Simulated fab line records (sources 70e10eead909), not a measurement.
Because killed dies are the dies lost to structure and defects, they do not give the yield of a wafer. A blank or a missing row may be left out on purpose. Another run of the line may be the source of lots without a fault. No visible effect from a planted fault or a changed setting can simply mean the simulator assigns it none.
Which of the tools did it?    flow nand_harc    33 wafers from 11 lots sampled at 6 of the route's 1302 steps

WHAT THE GAUGES SHOWED, per wafer
NHARC_A_DECK1_JOINT_THK_MEAS_14: measures by ellipsometry.
lot   measured      on             thk_nm (nm)
L075  day 11 15:13  film_metro-01  49.7 49.9 50.2
L078  day 12 19:55  film_metro-02  50.1 50.3 51.1
L080  day 13 23:23  film_metro-02  49.8 52.1 49.3
L082  day 14 07:49  film_metro-02  52.1 51.3 49.0
L084  day 15 13:39  film_metro-02  48.1 48.5 48.1
L086  day 16 04:11  film_metro-02  50.4 50.4 51.8
L088  day 17 14:34  film_metro-02  52.1 51.4 53.5
L090  day 17 22:29  film_metro-02  49.7 49.5 51.5
L092  day 19 11:45  film_metro-02  49.6 50.2 50.6
L094  day 19 11:46  film_metro-01  48.9 53.2 51.4
L096  day 20 05:54  film_metro-01  49.2 50.6 53.5

TOOL THAT RAN EACH LOT (tool first, then ch and the chambers of the sampled wafers, then the start)
lot   NHARC_P_ZERO_WELL_ETCH_65          NHARC_P_GATE_STRIP_75                 NHARC_P_M0_PVD_21                        NHARC_P_BONDPAD_ETCH_37             NHARC_A_CHANNEL_FILL_D1_STRIP_28
L075  rie_diel-04 ch 1,2, day 2 07:29    plasma_asher-02 ch 0,1, day 5 21:12   pvd_sputter-01, day 6 22:14 or earlier   rie_diel-03 ch 0,1,3, day 6 22:14   rie_diel-06 ch 0,3, day 10 01:39
L078  rie_diel-11 ch 0,1,3, day 3 13:22  plasma_asher-02 ch 0,1, day 7 02:25   pvd_sputter-03, day 8 02:41 or earlier   rie_diel-12 ch 0,2, day 8 02:41     rie_diel-13 ch 0,3, day 11 02:34
L080  rie_diel-04 ch 0,1,2, day 4 09:38  plasma_asher-02 ch 0,1, day 8 05:08   pvd_sputter-02, day 9 05:35 or earlier   rie_diel-09 ch 1,2,3, day 9 05:35   rie_diel-10 ch 1,2,3, day 12 13:10
L082  rie_diel-05 ch 0,3, day 5 05:22    plasma_asher-02 ch 0,1, day 8 20:44   pvd_sputter-01, day 9 21:10 or earlier   rie_diel-12 ch 0,1,3, day 9 21:10   rie_diel-06 ch 1,2,3, day 12 21:13
L084  rie_diel-11 ch 0,3, day 6 01:22    plasma_asher-02 ch 0,1, day 9 19:22   pvd_sputter-03, day 10 19:30 or earlier  rie_diel-09 ch 1,2, day 10 19:30    rie_diel-13 ch 1,2, day 14 00:55
L086  rie_diel-05 ch 1,2, day 6 21:29    plasma_asher-01 ch 0,1, day 10 08:31  pvd_sputter-03, day 11 08:56 or earlier  rie_diel-12 ch 0,1,2, day 11 08:56  rie_diel-06 ch 1,2, day 14 18:20
L088  rie_diel-11 ch 0,3, day 7 17:37    plasma_asher-02 ch 0,1, day 11 22:09  pvd_sputter-03, day 12 23:54 or earlier  rie_diel-12 ch 0,2, day 12 23:54    rie_diel-06 ch 1,2, day 16 04:21
L090  rie_diel-05 ch 0,2,3, day 8 13:29  plasma_asher-01 ch 0,1, day 12 08:44  pvd_sputter-03, day 13 09:41 or earlier  rie_diel-03 ch 0,2,3, day 13 09:41  rie_diel-10 ch 1,2, day 16 12:14
L092  rie_diel-04 ch 1,2,3, day 9 09:22  plasma_asher-01 ch 0,1, day 13 02:37  pvd_sputter-01, day 14 03:10 or earlier  rie_diel-09 ch 2,3, day 14 03:10    rie_diel-06 ch 0,3, day 17 19:45
L094  rie_diel-11 ch 0,1, day 10 05:22   plasma_asher-02 ch 0,1, day 13 18:55  pvd_sputter-01, day 14 19:49 or earlier  rie_diel-03 ch 0,1,2, day 14 19:49  rie_diel-10 ch 0,2, day 18 00:07
L096  rie_diel-11 ch 0,3, day 11 01:30   plasma_asher-01 ch 0,1, day 14 15:40  pvd_sputter-02, day 15 16:31 or earlier  rie_diel-12 ch 1,2, day 15 16:31    rie_diel-13 ch 0,1,2, day 18 19:16
- NHARC_P_ZERO_WELL_ETCH_65: etches the open film in N2/H2, target depth 80 nm, overetch 24 nm, time 87.88 s.
- NHARC_P_GATE_STRIP_75: strips in O2.
- NHARC_P_M0_PVD_21: deposits Cu, target thk 30 nm, time 20.49 s.
- NHARC_P_BONDPAD_ETCH_37: etches the open film in N2/H2, target depth 60 nm, overetch 18 nm, time 65.91 s.
- NHARC_A_CHANNEL_FILL_D1_STRIP_28: strips in O2, time 20 s.

THE ANSWER, worked out from the rows above alone
Rule: what is usual is taken from the lots themselves. The widest of any qualifying gaps counts: lots, ordered by their means at a reading, are off when they make up no more than a third of the lots, leave a main group of 4 or more, and stand apart from it by 3 or more times the standard deviation of that group's means. Not used: any main group whose means are identical at the precision the tables above print for the reading. Also off: a lot with no number at a reading for which 4 or more lots have one. All remaining lots with rows at the step are treated as sound.
No lot is off on any of the readings shown, so nothing can be concluded from this.

WHAT THE SIMULATOR HAD INSERTED
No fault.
